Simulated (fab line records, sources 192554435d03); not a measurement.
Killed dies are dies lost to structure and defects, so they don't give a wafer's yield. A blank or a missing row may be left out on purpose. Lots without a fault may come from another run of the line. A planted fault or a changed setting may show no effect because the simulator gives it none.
Chamber matching | flow n5_finfet | N5_HKMG_FIN_ETCH_58 on rie_diel-05: 4 sister chambers
The step etches SOC in N2/H2, target depth 215.8 nm, time 741 s. 4 wafers are shown with their chamber, then 8 later ones without.

WAFERS WITH THEIR CHAMBER
wafer  | chamber | showerhead_plenum_p_Torr (Torr)
L082.6 | 0       | 2.43
L084.1 | 3       | 2.61
L084.6 | 2       | 2.48
L088.1 | 1       | 2.54

WAFERS WITHOUT THEIR CHAMBER
wafer  | showerhead_plenum_p_Torr (Torr)
L088.3 | 2.47
L088.5 | 2.43
L090.1 | 2.47
L090.2 | 2.42
L090.6 | 2.61
L095.1 | 2.60
L095.2 | 2.53
L095.4 | 2.42

WHICH CHAMBER EACH WENT THROUGH
wafer  | from the rows above | in truth
L088.3 | 2                   | 2
L088.5 | 0                   | 0
L090.1 | 2                   | 2
L090.2 | 0                   | 0
L090.6 | 3                   | 3
L095.1 | 3                   | 3
L095.2 | 1                   | 1
L095.4 | 0                   | 0
Placed correctly: 8 of 8. Can't be placed from these rows: 0. Placed wrongly: 0.
How it was worked out, from the rows above alone: a wafer's distance from a chamber is the root of the sum, over the readings, of the square of ((its reading less the chamber's mean) divided by the reading's scatter). The wafer belongs to the nearest chamber; if the next one is less than 2 further off, it can't be placed. A chamber's mean is the mean of its shown wafers. The scatter: with one shown wafer a chamber, the root of the mean of the squares of how far each hidden wafer lies from its nearest shown one.
